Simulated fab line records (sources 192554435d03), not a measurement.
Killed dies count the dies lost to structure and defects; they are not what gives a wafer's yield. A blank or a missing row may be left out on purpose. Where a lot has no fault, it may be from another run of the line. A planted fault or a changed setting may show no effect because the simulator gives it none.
fab line records ; flow n5_finfet
[record] lots = 9; wafers = 25; last_day = 18
route steps=1938 shown BEOL_M4@1111 BEOL_M8@1355 PASSIVATION@1936
lots that met no fault: from a run of the same line without faults
start_h: hours from the record's opening day to when the first of the lot's shown wafers began ; wait_h: hours from the lot's prior step to this one ; " unchanged from the row above ; L1.1+2: one row covering several wafers at once ; - no value present, or no start provided ; * or withheld: withheld ; < > ~ a bound
route shown NAME@n: NAME is a module with steps in the file, n the number in the route of the first one ; usual: average and standard deviation across the fault-free wafers ; same: alike in all rows ; chamber/n: place in a boat ; sites: the reading at each site ; _std_site: standard deviation of those values ; _edge_site: the outer-site mean with the inner-site mean subtracted ; radius_mm: for every site, how far away it sits from the centre of the wafer ; mask NAME#n: copy n ; behind: the last tool/chamber to shape the wafer ; hold: what put the lot on hold/how long, in hours/how the hold closed ; device: the transistor (n, p or np) that didn't switch ; end of line: tests run on the same wafers once the route is complete ; where a step has no rows: the recipe by itself ; killed: count of dies lost to structure and defects at first sort (not the wafer's yield) ; map: a wafer's dies, x killed, . not, _ none there
set.NAME: the run value of the setting; set.NAME@STEP: its run value at that earlier step ; model.NAME: the simulator's own value behind a step, which no gauge read
one table for each step of the route and one row for each wafer, over a sample of lots
services: the hour from which a tool's chamber was out of use, counted from the record's first day as start_h (under 0 if before that day), plus the number of hours and why
[[steps]]
[step N5_BEOL_M4_RC_MEAS_101]
[usual] DIBL_N = 36.0/1.7; DIBL_P = 36.2/2.3; IOFF_N = 0.16/0.03; IOFF_P = 0.21/0.036; ION_N = 679/11; ION_P = 465/7.1; SS_N = 71.4/0.58; SS_P = 73.3/0.75; VT_N = 249/3.1; VT_P = -251/3.5
lot.wafer;tool;chamber;start_h;wait_h;DIBL_N[mV/V];DIBL_P[mV/V];IOFF_N[nA/um];IOFF_P[nA/um];ION_N[uA/um];ION_P[uA/um];SS_N[mV/dec];SS_P[mV/dec];VT_N[mV];VT_P[mV]
L607.3;prober-02;0;191.02;0.3;35.5;34.9;0.14;0.22;681;465;71.0;73.4;248;-249
L607.4;prober-02;0;191.02;0.3;38.1;37.4;0.18;0.26;683;468;71.8;73.6;248;-246
L607.5;prober-02;0;191.02;0.3;38.1;38.4;0.19;0.28;691;471;71.3;73.9;245;-247
L615.1;prober-01;0;210.02;0.0;37.9;40.0;0.17;0.19;677;452;72.1;74.2;251;-259
L615.6;prober-01;0;210.02;0.0;38.0;40.4;0.19;0.20;688;453;72.6;74.5;248;-258
L619.1;prober-01;0;251.64;0.2;35.9;35.8;0.15;0.22;681;470;71.1;73.0;249;-252
L619.4;prober-01;0;251.64;0.2;36.5;36.3;0.14;0.21;679;469;71.9;73.3;252;-250
L619.6;prober-01;0;251.64;0.2;36.0;35.3;0.14;0.21;677;469;71.3;73.0;253;-247
L620.1;prober-02;0;256.87;0.0;35.0;34.6;0.13;0.23;676;477;70.9;72.0;248;-246
L620.2;prober-02;0;256.87;0.0;35.4;34.7;0.14;0.22;680;474;70.7;72.6;250;-246
L620.3;prober-02;0;256.87;0.0;37.5;37.4;0.17;0.26;680;472;71.7;73.8;249;-244
L621.1;prober-02;0;260.33;0.0;36.4;36.9;0.16;0.22;679;467;71.7;73.8;252;-250
L621.3;prober-02;0;260.33;0.0;35.0;34.7;0.14;0.18;657;456;71.7;72.3;252;-252
L621.4;prober-02;0;260.33;0.0;39.0;40.1;0.22;0.26;684;472;71.9;74.4;246;-248
L625.1;prober-02;0;280.22;0.0;39.7;41.2;0.23;0.28;703;477;72.0;73.9;244;-247
L625.4;prober-02;0;280.22;0.0;36.6;37.7;0.15;0.22;672;469;71.9;73.8;249;-250
L625.5;prober-02;0;280.22;0.0;36.5;37.4;0.15;0.20;681;469;71.9;72.5;249;-250
L628.2;prober-01;0;313.77;0.2;37.9;36.6;0.17;0.21;691;463;71.6;73.4;248;-250
L628.4;prober-01;0;313.77;0.2;38.5;37.6;0.20;0.24;696;469;71.7;74.8;245;-247
L628.5;prober-01;0;313.77;0.2;37.8;37.1;0.19;0.22;703;470;71.1;73.7;245;-249
L630.2;prober-01;0;316.38;0.2;37.0;37.6;0.16;0.22;687;469;71.7;73.4;250;-251
L630.3;prober-01;0;316.38;0.2;36.6;37.2;0.17;0.22;683;462;71.3;73.8;247;-252
L630.5;prober-01;0;316.38;0.2;38.6;39.7;0.20;0.27;688;470;72.0;74.9;245;-249
L629.4;prober-02;0;321.31;0.5;40.8;43.6;0.28;0.32;701;481;72.3;74.5;241;-247
L629.6;prober-02;0;321.31;0.5;36.5;37.9;0.16;0.22;672;462;72.2;72.9;253;-250
[step N5_BEOL_M8_CD_MEAS_18]
[recipe] pitch_nm = 80; target_cd_nm = 40
[usual] cd_nm = 40.2/0.6
lot.wafer;tool;chamber;start_h;wait_h;cd_nm
L607.3;cd_sem-02;-;227.36;0.1;40.1
L607.4;cd_sem-02;-;227.36;0.1;40.6
L607.5;cd_sem-02;-;227.36;0.1;40.1
L615.1;cd_sem-01;-;245.92;0.0;39.8
L615.6;cd_sem-01;-;245.92;0.0;40.9
L619.1;cd_sem-02;-;290.04;0.0;40.8
L619.4;cd_sem-02;-;290.04;0.0;40.6
L619.6;cd_sem-02;-;290.04;0.0;40.3
L621.1;cd_sem-02;-;298.68;0.0;40.3
L621.3;cd_sem-02;-;298.68;0.0;40.6
L621.4;cd_sem-02;-;298.68;0.0;40.0
L620.1;cd_sem-01;-;299.55;0.0;40.8
L620.2;cd_sem-01;-;299.55;0.0;40.8
L620.3;cd_sem-01;-;299.55;0.0;40.2
L625.1;cd_sem-02;-;312.75;0.0;39.5
L625.4;cd_sem-02;-;312.75;0.0;40.2
L625.5;cd_sem-02;-;312.75;0.0;39.9
L628.2;cd_sem-02;-;345.93;0.1;39.6
L628.4;cd_sem-02;-;345.93;0.1;40.4
L628.5;cd_sem-02;-;345.93;0.1;39.6
L630.2;cd_sem-03;-;349.99;0.1;41.0
L630.3;cd_sem-03;-;349.99;0.1;40.7
L630.5;cd_sem-03;-;349.99;0.1;39.7
L629.4;cd_sem-01;-;356.07;0.1;39.1
L629.6;cd_sem-01;-;356.07;0.1;39.4
[step N5_BEOL_M8_ETCH_72]
[recipe] chemistry = N2/H2; target = underlayer; target_depth_a = 65; mask_material = CAR-EUV; time_s = 5.2; ion_energy_ev = 200; pressure_mtorr = 30; source_w = 840; bias_w = 150; n2_flow_sccm = 200; h2_flow_sccm = 200; ends = cleared
[usual] bias_w = 150.0/0.43; chamber_pressure_mTorr = 30.00/0.042; drypump_motor_current_A = 5.6/0.42; etch_rf_on_time_s = 5.15/0.094; oes_product_au = 0.70/0.065; rf_vpp_V = 524.1/2.3; showerhead_plenum_p_Torr = 2.55/0.074; throttle_valve_pct = 17.84/0.18
lot.wafer;tool;chamber;start_h;wait_h;bias_w;chamber_pressure_mTorr;drypump_motor_current_A;etch_rf_on_time_s;oes_product_au;rf_hours_counter_h;rf_vpp_V;showerhead_plenum_p_Torr;throttle_valve_pct
L607.3;rie_diel-01;0;228.41;0.0;149.1;30.03;5.4;5.21;0.71;82;524.4;2.55;17.64
L607.4;rie_diel-01;1;228.41;0.0;149.0;29.95;6.1;5.13;0.70;99;524.4;2.54;17.78
L607.5;rie_diel-01;3;228.41;0.0;150.1;29.95;5.6;5.24;0.58;-;525.0;2.61;18.08
L615.1;rie_diel-01;2;246.38;0.0;149.7;29.98;4.9;5.00;0.76;52;525.1;2.59;17.69
L615.6;rie_diel-01;3;246.38;0.0;149.6;30.02;5.6;5.28;0.56;-;527.1;2.60;18.08
L619.1;rie_diel-01;3;291.86;0.0;151.2;30.02;5.6;5.24;0.84;0;525.3;2.60;17.71
L619.4;rie_diel-01;2;291.86;0.0;150.6;29.98;4.9;4.99;0.74;69;523.3;2.58;17.70
L619.6;rie_diel-01;1;291.86;0.0;150.7;30.05;6.1;5.08;0.69;-;522.6;2.53;17.79
L621.1;rie_diel-01;2;299.79;0.0;149.9;30.04;4.9;5.00;0.75;73;522.3;2.58;17.72
L621.3;rie_diel-01;3;299.79;0.0;149.7;30.09;5.6;5.28;0.82;4;525.6;2.60;17.71
L621.4;rie_diel-01;1;299.79;0.0;149.6;30.02;6.1;5.10;0.68;126;521.5;2.53;17.84
L620.1;rie_diel-01;2;301.37;0.0;150.4;29.98;4.9;4.95;0.73;73;528.4;2.58;17.73
L620.2;rie_diel-01;1;301.37;0.0;149.8;30.01;6.1;5.08;0.67;127;524.2;2.53;17.84
L620.3;rie_diel-01;0;301.37;0.0;150.7;30.00;5.5;5.23;0.69;109;525.6;2.54;17.70
L625.1;rie_diel-05;3;314.36;0.0;150.0;30.00;6.2;5.18;0.74;34;523.1;2.61;17.83
L625.4;rie_diel-05;0;314.36;0.0;149.8;29.97;5.8;5.27;0.64;143;523.3;2.57;17.69
L625.5;rie_diel-05;2;314.36;0.0;150.3;30.01;5.8;5.14;0.70;-;522.2;2.46;17.94
L628.2;rie_diel-06;3;347.07;0.0;150.4;29.98;5.1;5.07;0.74;52;524.5;2.57;17.69
L628.4;rie_diel-06;0;347.07;0.0;149.8;29.98;5.3;5.19;0.60;220;525.5;2.53;18.28
L628.5;rie_diel-06;3;347.07;0.0;150.0;29.93;5.1;5.02;0.75;-;524.8;2.57;17.73
L630.2;rie_diel-05;1;354.80;0.0;149.9;29.99;5.9;5.13;0.69;95;521.9;2.44;17.98
L630.3;rie_diel-05;3;354.80;0.0;149.6;29.98;6.3;4.98;0.72;48;523.3;2.60;17.83
L630.5;rie_diel-05;2;354.80;0.0;150.9;30.05;5.8;5.10;0.69;-;520.9;2.45;17.97
L629.4;rie_diel-05;2;356.67;0.0;149.8;30.01;5.8;5.13;0.69;-;521.7;2.45;17.96
L629.6;rie_diel-05;1;356.67;0.0;149.3;29.99;5.8;5.14;0.69;-;522.8;2.44;17.97
[step N5_BEOL_M8_TRENCH_ETCH_37]
[recipe] chemistry = C4F6/O2; target_depth_a = 934.78; target = SiCOH_lowk; time_s = 31.2; ion_energy_ev = 250; pressure_mtorr = 30; source_w = 345; bias_w = 185; Ar_flow_sccm = 300; C4F6_flow_sccm = 10; O2_flow_sccm = 10
[usual] C4F6_flow_sccm = 9.997/0.029; O2_flow_sccm = 10.003/0.028; drypump_motor_current_A = 5.6/0.42; oes_product_au = 0.82/0.075; rf_vpp_V = 668/13; showerhead_plenum_p_Torr = 2.86/0.079; throttle_valve_pct = 20.89/0.16; time_s = 31.2/0
lot.wafer;tool;chamber;start_h;wait_h;C4F6_flow_sccm;O2_flow_sccm;drypump_motor_current_A;oes_product_au;rf_hours_counter_h;rf_vpp_V;showerhead_plenum_p_Torr;throttle_valve_pct;time_s
L607.3;rie_diel-01;0;228.64;-;9.971;9.996;5.4;0.84;82;650;2.86;20.69;31.2
L607.4;rie_diel-01;1;228.64;-;9.976;10.035;6.1;0.83;99;659;2.88;21.03;31.2
L607.5;rie_diel-01;3;228.64;-;10.060;10.040;5.6;0.68;-;674;2.92;21.17;31.2
L615.1;rie_diel-01;2;246.62;-;10.016;10.000;4.9;0.90;52;685;2.89;20.69;31.2
L615.6;rie_diel-01;3;246.62;-;9.967;9.996;5.6;0.66;-;673;2.92;21.18;31.2
L619.1;rie_diel-01;3;292.10;-;10.001;10.000;5.6;0.98;0;674;2.91;20.86;31.2
L619.4;rie_diel-01;2;292.10;-;9.985;10.046;4.9;0.87;69;686;2.88;20.73;31.2
L619.6;rie_diel-01;1;292.10;-;10.046;9.976;6.1;0.79;-;660;2.87;21.06;31.2
L621.1;rie_diel-01;2;300.02;-;-;-;-;-;-;-;-;-;-
L621.3;rie_diel-01;3;300.02;-;-;-;-;-;-;-;-;-;-
L621.4;rie_diel-01;1;300.02;-;-;-;-;-;-;-;-;-;-
L620.1;rie_diel-01;2;301.61;-;-;-;-;-;-;-;-;-;-
L620.2;rie_diel-01;1;301.61;-;-;-;-;-;-;-;-;-;-
L620.3;rie_diel-01;0;301.61;-;-;-;-;-;-;-;-;-;-
L625.1;rie_diel-05;3;314.60;-;9.999;9.984;6.3;0.87;34;656;2.90;20.86;31.2
L625.4;rie_diel-05;0;314.60;-;9.971;9.972;5.7;0.74;143;652;2.86;20.69;31.2
L625.5;rie_diel-05;2;314.60;-;9.987;9.998;5.8;0.82;-;675;2.74;21.01;31.2
L628.2;rie_diel-06;3;347.31;-;9.981;9.994;5.1;0.86;52;681;2.90;20.97;31.2
L628.4;rie_diel-06;0;347.31;-;10.006;9.987;5.3;0.70;220;660;2.81;21.13;31.2
L628.5;rie_diel-06;3;347.31;-;9.949;10.014;5.1;0.86;-;681;2.90;20.95;31.2
L630.2;rie_diel-05;1;355.04;-;9.999;9.955;5.9;0.82;95;682;2.73;20.96;31.2
L630.3;rie_diel-05;3;355.04;-;9.985;10.049;6.3;0.85;48;656;2.89;20.87;31.2
L630.5;rie_diel-05;2;355.04;-;10.024;9.936;5.8;0.80;-;674;2.74;21.04;31.2
L629.4;rie_diel-05;2;356.92;-;9.974;9.997;5.8;0.80;-;675;2.74;21.03;31.2
L629.6;rie_diel-05;1;356.92;-;9.978;10.020;5.9;0.81;-;683;2.73;20.93;31.2
[step N5_BEOL_M8_OCD_MEAS_38]
[usual] trench_depth_nm = 94.0/1.2
lot.wafer;tool;chamber;start_h;wait_h;trench_depth_nm
L607.3;ocd-01;-;228.80;-;93.8
L607.4;ocd-01;-;228.80;-;95.2
L607.5;ocd-01;-;228.80;-;93.1
L615.1;ocd-02;-;246.78;-;95.4
L615.6;ocd-02;-;246.78;-;92.3
L619.1;ocd-02;-;292.26;-;91.5
L619.4;ocd-02;-;292.26;-;94.5
L619.6;ocd-02;-;292.26;-;92.8
L621.1;ocd-02;-;300.18;-;0
L621.3;ocd-02;-;300.18;-;0.4
L621.4;ocd-02;-;300.18;-;0
L620.1;ocd-02;-;301.77;-;0
L620.2;ocd-02;-;301.77;-;0.3
L620.3;ocd-02;-;301.77;-;0
L625.1;ocd-01;-;314.76;-;94.4
L625.4;ocd-01;-;314.76;-;93.0
L625.5;ocd-01;-;314.76;-;92.7
L628.2;ocd-02;-;347.46;-;94.8
L628.4;ocd-02;-;347.46;-;92.7
L628.5;ocd-02;-;347.46;-;95.4
L630.2;ocd-01;-;355.20;-;94.3
L630.3;ocd-01;-;355.20;-;94.2
L630.5;ocd-01;-;355.20;-;93.4
L629.4;ocd-02;-;357.06;-;92.7
L629.6;ocd-02;-;357.06;-;94.8
[step N5_BEOL_M8_PRE_CLEAN_45]
[recipe] gas = H2/He; time_s = 30; temp_c = 250
[usual] heater_power_w = 317/22
[same] time_s = 30
lot.wafer;tool;chamber;start_h;wait_h;heater_power_w
L607.3;pvd_sputter-02;-;229.70;0.0;299
L607.4;pvd_sputter-02;-;229.70;0.0;345
L607.5;pvd_sputter-02;-;229.70;0.0;306
L615.1;pvd_sputter-01;-;247.33;0.0;301
L615.6;pvd_sputter-01;-;247.33;0.0;311
L619.1;pvd_sputter-03;-;293.00;0.0;294
L619.4;pvd_sputter-03;-;293.00;0.0;313
L619.6;pvd_sputter-03;-;293.00;0.0;336
L621.1;pvd_sputter-02;-;301.60;0.0;277
L621.3;pvd_sputter-02;-;301.60;0.0;301
L621.4;pvd_sputter-02;-;301.60;0.0;353
L620.1;pvd_sputter-02;-;302.52;0.0;295
L620.2;pvd_sputter-02;-;302.52;0.0;280
L620.3;pvd_sputter-02;-;302.52;0.0;308
L625.1;pvd_sputter-03;-;315.45;0.0;346
L625.4;pvd_sputter-03;-;315.45;0.0;292
L625.5;pvd_sputter-03;-;315.45;0.0;332
L628.2;pvd_sputter-02;-;348.57;0.0;356
L628.4;pvd_sputter-02;-;348.57;0.0;298
L628.5;pvd_sputter-02;-;348.57;0.0;301
L630.2;pvd_sputter-02;-;356.11;0.0;355
L630.3;pvd_sputter-02;-;356.11;0.0;289
L630.5;pvd_sputter-02;-;356.11;0.0;353
L629.4;pvd_sputter-01;-;357.91;0.0;338
L629.6;pvd_sputter-01;-;357.91;0.0;310
[step N5_PASSIVATION_PROBE_49]
[usual] defect_limited_yield = 91.3/1.5; killed_at_M0_to_M3 = 31/11; killed_at_M4_up = 14/5.1; killed_at_contacts = 12/5.6; killed_at_front_end = 42/12; killed_at_other = 3.8/2.9; killed_dies = 103/18; killed_on_rim = 14/4.5; killed_open = 67/14; killed_short = 33/8; sort_bin_4_leakage = 0.00/0.0073; sort_bin_5_function = 5.1/1; sort_bin_6_memory = 3.2/0.75; sort_n_pass = 1077/18; sort_yield_pct = 91.3/1.5
[same] gross_dies = 1180; killed_at_back_side = 0; sort_bin_8_speed[%] = 0
lot.wafer;tool;chamber;start_h;wait_h;defect_limited_yield[%];killed_at_M0_to_M3;killed_at_M4_up;killed_at_contacts;killed_at_front_end;killed_at_other;killed_dies;killed_on_rim;killed_open;killed_short;sort_bin_4_leakage[%];sort_bin_5_function[%];sort_bin_6_memory[%];sort_n_pass;sort_yield_pct[%]
L607.3;prober-02;-;304.33;0.1;92.5;29;13;7;34;6;89;16;50;35;0;3.8;2.8;1091;92.5
L607.4;prober-02;-;304.38;0.2;92.5;25;20;7;31;5;88;15;62;18;0;4.5;2.2;1092;92.5
L607.5;prober-02;-;304.43;0.2;92.4;28;23;9;29;1;90;7;56;31;0;4.2;2.8;1090;92.4
L615.1;prober-01;-;326.26;0.0;90.7;34;20;15;34;7;110;19;65;42;0;5.2;3.7;1070;90.7
L615.6;prober-01;-;326.51;0.3;91.8;29;13;10;44;1;97;8;64;33;0;4.3;3.5;1083;91.8
L620.1;prober-02;-;374.03;0.0;0;32;1064;12;64;8;1180;152;82;45;0;95.2;4.2;0;0
L620.2;prober-02;-;374.08;0.1;0;23;1062;17;73;5;1180;152;82;45;0;95.9;3.6;0;0
L620.3;prober-02;-;374.13;0.1;0;27;1073;6;66;8;1180;152;85;26;0;96.4;3.2;0;0
L621.1;prober-01;-;379.42;0.0;0;20;1092;20;45;3;1180;152;69;28;0;96.4;3.6;0;0
L621.3;prober-01;-;379.52;0.1;0;38;1067;18;56;1;1180;152;104;23;0;95.0;4.5;0;0
L621.4;prober-01;-;379.57;0.2;0;35;1079;25;35;6;1180;152;74;35;0;96.8;3.1;0;0
// killed by level:class
L607.3 STI_FIN_REVEAL:geometric_particle:open=10 BEOL_M0_SAQP:geometric_particle:open=7 BEOL_M3:geometric_particle:open=5 FIN_SAQP:geometric_particle:open=4 FIN_SAQP:geometric_particle:short=4 MOL_CONTACT_COAG:geometric_particle:open=4 STARTING-WAFER:geometric_particle:short=4 BEOL_M4:geometric_particle:short=4
L607.4 BEOL_M4:geometric_particle:open=12 FIN_SAQP:geometric_particle:open=9 HKMG_FIN:area_etch=8 MOL_CONTACT_COAG:geometric_particle:open=7 BEOL_M0_SAQP:geometric_particle:short=7 BEOL_M1:geometric_particle:open=7 STI_FIN_REVEAL:geometric_particle:open=6 GATE_CUT:geometric_particle:short=4
L607.5 BEOL_M4:geometric_particle:open=10 MOL_CONTACT_COAG:geometric_particle:open=8 STI_FIN_REVEAL:geometric_particle:open=7 BEOL_M4:geometric_particle:short=7 FIN_SAQP:geometric_particle:short=6 BEOL_M0_SAQP:geometric_particle:short=6 BEOL_M1:geometric_particle:open=5 BEOL_M3:geometric_particle:open=5
L615.1 MOL_CONTACT_COAG:geometric_particle:open=14 BEOL_M0_SAQP:geometric_particle:short=14 BEOL_M3:geometric_particle:open=7 BEOL_M0_SAQP:geometric_particle:open=6 FIN_SAQP:geometric_particle:short=5 FIN_SAQP:geometric_particle:open=5 STI_FIN_REVEAL:geometric_particle:open=5 BEOL_M5:geometric_particle:open=5
L615.6 STI_FIN_REVEAL:geometric_particle:open=10 MOL_CONTACT_COAG:geometric_particle:open=8 BEOL_M4:geometric_particle:open=8 BEOL_M0_SAQP:geometric_particle:open=7 FIN_SAQP:geometric_particle:open=6 FIN_SAQP:geometric_particle:short=6 GATE_CUT:geometric_particle:short=6 BEOL_M0_SAQP:geometric_particle:short=6
L620.1 BEOL_M8:area_etch=1053 FIN_SAQP:geometric_particle:open=16 STI_FIN_REVEAL:geometric_particle:open=15 FIN_SAQP:geometric_particle:short=10 MOL_CONTACT_COAG:geometric_particle:open=9 BEOL_M1:geometric_particle:open=7 BEOL_M0_SAQP:geometric_particle:short=6 BEOL_M0_SAQP:geometric_particle:open=6
L620.2 BEOL_M8:area_etch=1052 FIN_SAQP:geometric_particle:open=29 FIN_SAQP:geometric_particle:short=13 STI_FIN_REVEAL:geometric_particle:open=10 MOL_CONTACT_COAG:geometric_particle:open=9 MOL_CONTACT_COAG:geometric_particle:short=8 DUMMY_GATE:geometric_particle:open=6 BEOL_M1:geometric_particle:open=6
L620.3 BEOL_M8:area_etch=1067 STI_FIN_REVEAL:geometric_particle:open=29 FIN_SAQP:geometric_particle:open=16 BEOL_M1:geometric_particle:open=9 FIN_SAQP:geometric_particle:short=7 MOL_CONTACT_COAG:geometric_particle:open=6 BEOL_M0_SAQP:geometric_particle:open=6 BEOL_M0_SAQP:geometric_particle:short=4
L621.1 BEOL_M8:area_etch=1082 MOL_CONTACT_COAG:geometric_particle:open=16 FIN_SAQP:geometric_particle:open=10 FIN_SAQP:geometric_particle:short=7 STI_FIN_REVEAL:geometric_particle:open=7 DUMMY_GATE:geometric_particle:open=6 BEOL_M2:geometric_particle:open=6 BEOL_M5:geometric_particle:open=6
L621.3 BEOL_M8:area_etch=1053 MOL_CONTACT_COAG:geometric_particle:open=16 FIN_SAQP:geometric_particle:open=15 DUMMY_GATE:geometric_particle:open=14 BEOL_M0_SAQP:geometric_particle:open=11 STI_FIN_REVEAL:geometric_particle:open=9 BEOL_M1:geometric_particle:open=9 BEOL_M4:geometric_particle:open=7
L621.4 BEOL_M8:area_etch=1070 MOL_CONTACT_COAG:geometric_particle:open=19 BEOL_M0_SAQP:geometric_particle:open=11 STI_FIN_REVEAL:geometric_particle:open=10 FIN_SAQP:geometric_particle:open=7 BEOL_M2:geometric_particle:open=6 MOL_CONTACT_COAG:geometric_particle:short=6 BEOL_M0_SAQP:geometric_particle:short=5
[[services]]
tool;chamber;start_h;hours;kind
rie_diel-06;3;225.92;16.6;repair
rie_diel-01;3;263.49;2.6;repair
rie_diel-01;3;266.36;-;clean
rie_diel-01;3;266.36;-;consumable_replace:focus_ring
rie_diel-01;3;266.36;24.7;scheduled_down
rie_diel-01;3;266.36;24.7;vent_cycle
rie_diel-06;1;287.58;-;clean
rie_diel-06;1;287.58;-;consumable_replace:focus_ring
rie_diel-06;1;287.58;-;consumable_replace:showerhead
rie_diel-06;1;287.58;19.8;scheduled_down
rie_diel-06;1;287.58;19.8;vent_cycle
rie_diel-05;-;290.15;2.6;repair
rie_diel-06;0;300.58;5.8;repair
rie_diel-06;-;348.84;2.8;pm
rie_diel-05;0;350.53;25.4;repair
[[key]]
[first_sign] step = N5_BEOL_M8_TRENCH_ETCH_37; reading = tool_record; direction = missing
[effect] step = N5_BEOL_M8_OCD_MEAS_38; reading = trench_depth_nm; direction = down; sigmas = 77; usual = 94.0; struck = 0.1
[effect] step = N5_PASSIVATION_PROBE_49; reading = killed_at_M4_up; direction = up; sigmas = 99+; usual = 14; struck = 1073
[more_kills_born_at] N5_BEOL_M8_TRENCH_ETCH_37@rie_diel-01 = 6377
met_at N5_BEOL_M8_TRENCH_ETCH_37
struck_lots L620,L621
later_rows_left_out L620.1,L620.2,L620.3,L621.1,L621.3,L621.4
not_acting_at N5_BEOL_M8_CD_MEAS_18,N5_BEOL_M8_ETCH_72,N5_BEOL_M8_PRE_CLEAN_45
onset_between 292.10 300.02
[fault] kind = skipped_step_whole; tool = rie_diel-01; chamber = -; onset_h = 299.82; steps = N5_BEOL_M8_TRENCH_ETCH_37; scope = struck_lots_only
// later_rows_left_out: the simulator's readings of these wafers behind a module that went badly wrong aren't trusted and aren't shown, but for the sort
